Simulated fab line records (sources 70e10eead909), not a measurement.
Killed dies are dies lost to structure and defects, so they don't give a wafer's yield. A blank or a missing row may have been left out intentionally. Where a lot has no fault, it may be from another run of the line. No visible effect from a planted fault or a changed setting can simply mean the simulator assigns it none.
Matching of chambers || flow nand harc || NHARC_A_SLIT_DESCUM_14 on rie diel-07 has 4 sister chambers
The step chemistry O2, time 3 s. 16 wafers are shown with their chamber, then 8 later ones without.

== WAFERS, EACH WITH ITS CHAMBER ==
{"wafer": "L075.4", "chamber": 0, "showerhead plenum p Torr (Torr)": 1.98, "drypump motor current A (A)": 5.9, "rf vpp V (V)": 59.2}
{"wafer": "L075.5", "chamber": 1, "showerhead plenum p Torr (Torr)": 1.99, "drypump motor current A (A)": 5.7, "rf vpp V (V)": 58.7}
{"wafer": "L075.6", "chamber": 2, "showerhead plenum p Torr (Torr)": 1.78, "drypump motor current A (A)": 5.1, "rf vpp V (V)": 56.0}
{"wafer": "L076.2", "chamber": 3, "showerhead plenum p Torr (Torr)": 1.93, "drypump motor current A (A)": 5.8, "rf vpp V (V)": 57.8}
{"wafer": "L076.3", "chamber": 1, "showerhead plenum p Torr (Torr)": 1.99, "drypump motor current A (A)": 5.7, "rf vpp V (V)": 58.6}
{"wafer": "L076.6", "chamber": 1, "showerhead plenum p Torr (Torr)": 1.99, "drypump motor current A (A)": 5.7, "rf vpp V (V)": 57.6}
{"wafer": "L085.2", "chamber": 3, "showerhead plenum p Torr (Torr)": 1.93, "drypump motor current A (A)": 5.8, "rf vpp V (V)": 57.4}
{"wafer": "L085.4", "chamber": 1, "showerhead plenum p Torr (Torr)": 1.98, "drypump motor current A (A)": 5.8, "rf vpp V (V)": 58.6}
{"wafer": "L085.5", "chamber": 0, "showerhead plenum p Torr (Torr)": 1.98, "drypump motor current A (A)": 5.9, "rf vpp V (V)": 57.6}
{"wafer": "L084.2", "chamber": 3, "showerhead plenum p Torr (Torr)": 1.93, "drypump motor current A (A)": 5.8, "rf vpp V (V)": 57.9}
{"wafer": "L084.3", "chamber": 1, "showerhead plenum p Torr (Torr)": 1.98, "drypump motor current A (A)": 5.7, "rf vpp V (V)": 57.6}
{"wafer": "L084.6", "chamber": 0, "showerhead plenum p Torr (Torr)": 1.98, "drypump motor current A (A)": 5.9, "rf vpp V (V)": 58.3}
{"wafer": "L086.3", "chamber": 2, "showerhead plenum p Torr (Torr)": 1.78, "drypump motor current A (A)": 5.1, "rf vpp V (V)": 57.6}
{"wafer": "L086.5", "chamber": 0, "showerhead plenum p Torr (Torr)": 1.98, "drypump motor current A (A)": 5.9, "rf vpp V (V)": 58.5}
{"wafer": "L086.6", "chamber": 2, "showerhead plenum p Torr (Torr)": 1.78, "drypump motor current A (A)": 5.2, "rf vpp V (V)": 57.1}
{"wafer": "L088.2", "chamber": 2, "showerhead plenum p Torr (Torr)": 1.78, "drypump motor current A (A)": 5.1, "rf vpp V (V)": 57.0}

SIGNATURES (averages over the wafers above)
{"reading": "showerhead plenum p Torr", "chamber 0": 1.9800, "chamber 1": 1.9860, "chamber 2": 1.7800, "chamber 3": 1.9300, "scatter within a chamber": 0.00316}
{"reading": "drypump motor current A", "chamber 0": 5.900, "chamber 1": 5.720, "chamber 2": 5.125, "chamber 3": 5.800, "scatter within a chamber": 0.0359}
{"reading": "rf vpp V", "chamber 0": 58.400, "chamber 1": 58.220, "chamber 2": 56.925, "chamber 3": 57.700, "scatter within a chamber": 0.583}
Rule: for a wafer and a chamber, the distance is found by dividing, reading by reading, the gap between the wafer's reading and the chamber's mean by the reading's scatter, squaring, summing and taking the root. The wafer belongs to the nearest chamber; if the next one is less than 2 further off, it can't be placed. The scatter: take each reading less its chamber's mean, square it, sum over the shown wafers, divide by the number of wafers less the number of chambers, and take the root.

== WAFERS WITHOUT THEIR CHAMBER ==
{"wafer": "L088.3", "showerhead plenum p Torr (Torr)": 1.93, "drypump motor current A (A)": 5.8, "rf vpp V (V)": 58.4}
{"wafer": "L088.6", "showerhead plenum p Torr (Torr)": 1.93, "drypump motor current A (A)": 5.8, "rf vpp V (V)": 58.9}
{"wafer": "L092.1", "showerhead plenum p Torr (Torr)": 1.98, "drypump motor current A (A)": 5.7, "rf vpp V (V)": 58.4}
{"wafer": "L092.3", "showerhead plenum p Torr (Torr)": 1.78, "drypump motor current A (A)": 5.1, "rf vpp V (V)": 56.4}
{"wafer": "L092.5", "showerhead plenum p Torr (Torr)": 1.78, "drypump motor current A (A)": 5.1, "rf vpp V (V)": 55.7}
{"wafer": "L093.1", "showerhead plenum p Torr (Torr)": 1.98, "drypump motor current A (A)": 5.9, "rf vpp V (V)": 59.0}
{"wafer": "L093.2", "showerhead plenum p Torr (Torr)": 1.93, "drypump motor current A (A)": 5.8, "rf vpp V (V)": 57.8}
{"wafer": "L093.4", "showerhead plenum p Torr (Torr)": 1.98, "drypump motor current A (A)": 5.7, "rf vpp V (V)": 56.9}

== EACH ONE'S CHAMBER ==
{"wafer": "L088.3", "from the rows above": 3, "in truth": 3}
{"wafer": "L088.6", "from the rows above": 3, "in truth": 3}
{"wafer": "L092.1", "from the rows above": 1, "in truth": 1}
{"wafer": "L092.3", "from the rows above": 2, "in truth": 2}
{"wafer": "L092.5", "from the rows above": 2, "in truth": 2}
{"wafer": "L093.1", "from the rows above": 0, "in truth": 0}
{"wafer": "L093.2", "from the rows above": 3, "in truth": 3}
{"wafer": "L093.4", "from the rows above": 1, "in truth": 1}
8 of 8 placed correctly. Can't be placed from these rows: 0. Number placed wrongly: 0.
